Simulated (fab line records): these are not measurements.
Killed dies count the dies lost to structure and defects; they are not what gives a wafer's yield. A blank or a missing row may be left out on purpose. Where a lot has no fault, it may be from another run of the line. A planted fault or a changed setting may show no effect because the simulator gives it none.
Comparing a struck lot with a sound one :: flow n5 finfet :: 39 out of 1938 route steps
Sound: these wafers, L974.1, L974.5, L974.6. Struck: wafer L969.6 (left out: L969.4, L969.5 of the same lot, which were not struck); the cause appears at the end.
Each step with rows lists, per side, the tool, then ch with its chambers, then its first start. Under that, the readings that differ: sound wafers :: struck wafers :: difference of the means :: sigmas: that difference in standard deviations of wafers without a fault.
alike: a reading whose means differ by less than 2 such deviations, as well as words and numbers matching on both sides. not compared: withheld readings; readings where some wafer has no value; bounds like >300 that might hide an equal value; numbers whose values overlap and for which the record gives no deviation.
The two part at a step that has a row with sigmas, a row that says differs or no value, or rows on one side only. When numbers do not overlap yet have no deviation, they are printed without sigmas and do not part them. Lack of a reading on every wafer of one side parts them only where that side has two or more wafers.

first, 9 steps without rows for these wafers: N5_MOL_CONTACT_COAG_CVD_140 (deposits W, target thk 66.5 nm, time 215 s); N5_MOL_CONTACT_COAG_PRECLEAN_127 (cleans in DIW, time 57.5 s); N5_MOL_CONTACT_COAG_SRD_128 (dry time 32 s); N5_MOL_CONTACT_COAG_CMP_52 (polishes, stops on SiO2, t overpolish 1.5 s, target thk 66.5 nm); N5_MOL_CONTACT_COAG_ANNEAL_112 (time 1800 s); N5_BEOL_M0_SAQP_PECVD_00 (deposits SiCN from 3MS/NH3, target thk 8 nm, time 14 s); N5_BEOL_M0_SAQP_ILD_DEP_01 (deposits SiOC from DEMS/O2, target thk 45.419 nm, time 8.7 s); N5_BEOL_M0_SAQP_HM_DEP_02 (deposits TiN, target thk 12 nm); N5_BEOL_M0_SAQP_PECVD_03 (deposits SiCN from 3MS/NH3, target thk 12 nm, time 21.1 s).
N5_BEOL_M0_SAQP_PECVD_96: deposits a-Si from SiH4/He, target thk 45 nm, time 45.2 s.
  sound on pecvd-04 ch 1,2, day 9 11:42; struck on pecvd-01 ch 0, day 8 03:35
reading: run length s (s)
sound: 81.4 80.7 81.2
struck: 78.8
difference: -2.3
sigmas: -4

reading: model.a-Si_of_BEOL_M0_SAQP_PECVD_96.thk nm (nm)
sound: 44.6 45.2 45.4
struck: 44
difference: -1
sigmas: 
  alike: heater power w, showerhead plenum p Torr, throttle valve pct
then, 25 steps without rows for these wafers: N5_BEOL_M0_SAQP_PECVD_97 (deposits SiNx from SiH4/NH3/N2, target thk 23 nm, time 19.9 s); N5_BEOL_M0_SAQP_PECVD_04 (deposits a-Si from SiH4/He, target thk 60 nm, time 60.2 s); N5_BEOL_M0_SAQP_HM_DEP_111 (deposits SiO2 from SiH4/N2O, target thk 12 nm, time 7.2 s); N5_BEOL_M0_SAQP_COAT_81 (time 60 s, resist thk 100 nm); N5_BEOL_M0_SAQP_COAT_82 (time 60 s, resist thk 30 nm); N5_BEOL_M0_SAQP_COAT_08 (resist thk 90 nm); N5_BEOL_M0_SAQP_EBR_10; N5_BEOL_M0_SAQP_SOFTBAKE_09 (time 60 s); N5_BEOL_M0_SAQP_EXPOSE_11 (exposes mask M0 CORE, target cd 42 nm); N5_BEOL_M0_SAQP_PEB_12 (peb time 60 s); N5_BEOL_M0_SAQP_DEVELOP_13 (develop time 30 s); N5_BEOL_M0_SAQP_DESCUM_19 (chemistry O2, time 7.9 s); N5_BEOL_M0_SAQP_ETCH_83 (etches SiARC in CF4, target depth 39 nm, time 65 s); N5_BEOL_M0_SAQP_ETCH_84 (etches SOC in N2/H2, target depth 100 nm, overetch 20 nm, time 150 s); N5_BEOL_M0_SAQP_STRIP_80 (strips in N2/H2); N5_BEOL_M0_SAQP_HM_OPEN_112 (chemistry CHF3/O2, target SiO2, stops on a-Si, target depth 12 nm, time 13.5 s); N5_BEOL_M0_SAQP_STRIP_113 (strips in CHF3/O2); N5_BEOL_M0_SAQP_MANDREL_ETCH_20 (etches a-Si in HBr/Cl2, stops on SiNx, target depth 60 nm, bt time 10 s, time 30 s); N5_BEOL_M0_SAQP_STRIP_86 (strips in N2/H2); N5_BEOL_M0_SAQP_STRIP_115 (strips in post etch residue remover, time 60 s); N5_BEOL_M0_SAQP_SRD_93 (time 30 s); N5_BEOL_M0_SAQP_RECESS_114 (chemistry HF/NH3, target SiO2, target depth 14.4 nm, afs cycles 3, sublimation time 60 s); N5_BEOL_M0_SAQP_SPACER1_ALD_98 (deposits SiO2, target thk 12.8 nm, pulse time 1 s, purge time 2 s); N5_BEOL_M0_SAQP_SPACER1_ETCHBACK_99 (etches SiO2 in CHF3/O2, target depth 15.4 nm, time 7.7 s); N5_BEOL_M0_SAQP_MANDREL1_REMOVE_100 (chemistry HBr/Cl2/O2, target a-Si, stops on SiNx, bt time 10 s).
N5_BEOL_M0_SAQP_MANDREL_ETCH_103: etches a-Si in HBr/Cl2, stops on SiCN, target depth 45 nm, bt time 10 s, time 27 s.
  sound on rie si-05 ch 1,2,3, day 9 14:38; struck on rie si-05 ch 0, day 8 06:02
reading: model.etch.depth nm (nm)
sound: 44.61 45.3 45.41
struck: 43.9
difference: -1.2
sigmas: 
  alike: drypump motor current A, oes product au, throttle valve pct
  not compared: rf hours counter h
N5_BEOL_M0_SAQP_SPACER2_ETCHBACK_27: etches SiO2 in CHF3/O2, target depth 22.5 nm, time 11.25 s.
  sound on rie diel-05 ch 2,3, day 9 16:23; struck on rie diel-05 ch 1, day 8 07:25
reading: model.a-Si_of_BEOL_M0_SAQP_PECVD_96.thk nm (nm)
sound: 42.4 43.2 43.2
struck: 41.8
difference: -1.1
sigmas: 
  alike: drypump motor current A, oes product au, rf vpp V, showerhead plenum p Torr, throttle valve pct
  not compared: rf hours counter h
-- record jumps: 3 days separate the struck wafers' starts on either side; left off in module BEOL_M0_SAQP, taken up again in module BEOL_M4, whose first shown step is the route's number 1111 --
N5_BEOL_M4_RC_MEAS_101:
  sound on prober-01 ch 0, day 12 16:43; struck on prober-01 ch 0, day 11 14:02
  alike: DIBL_N, DIBL_P, IOFF_N, IOFF_P, ION_N, ION_P, SS_N, SS_P, VT_N, VT_P
-- record jumps: 4 days separate the struck wafers' starts on either side; left off in module BEOL_M4, taken up again in module PASSIVATION, whose first shown step is the route's number 1936 --
N5_PASSIVATION_PROBE_49:
  struck on prober-02, day 15 20:50; sound on prober-02, day 16 16:32
reading: killed open
sound: 63 63 48
struck: 89
difference: +31
sigmas: +2

reading: sort_bin_5_function (%)
sound: 3.4 5.3 3.4
struck: 6.1
difference: +2.1
sigmas: +2
  alike: defect limited yield, killed_at_M0_to_M3, killed_at_M4_up, killed at contacts, killed at front end, killed at other, killed dies, killed short, sort_bin_6_memory, sort n pass, sort yield pct

WHERE THEY PART
First at N5_BEOL_M0_SAQP_PECVD_96; last, within this record, at N5_PASSIVATION_PROBE_49.

WHY: what the simulator had put in
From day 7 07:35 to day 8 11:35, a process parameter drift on pecvd-01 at N5_BEOL_M0_SAQP_PECVD_96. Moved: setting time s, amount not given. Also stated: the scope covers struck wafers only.
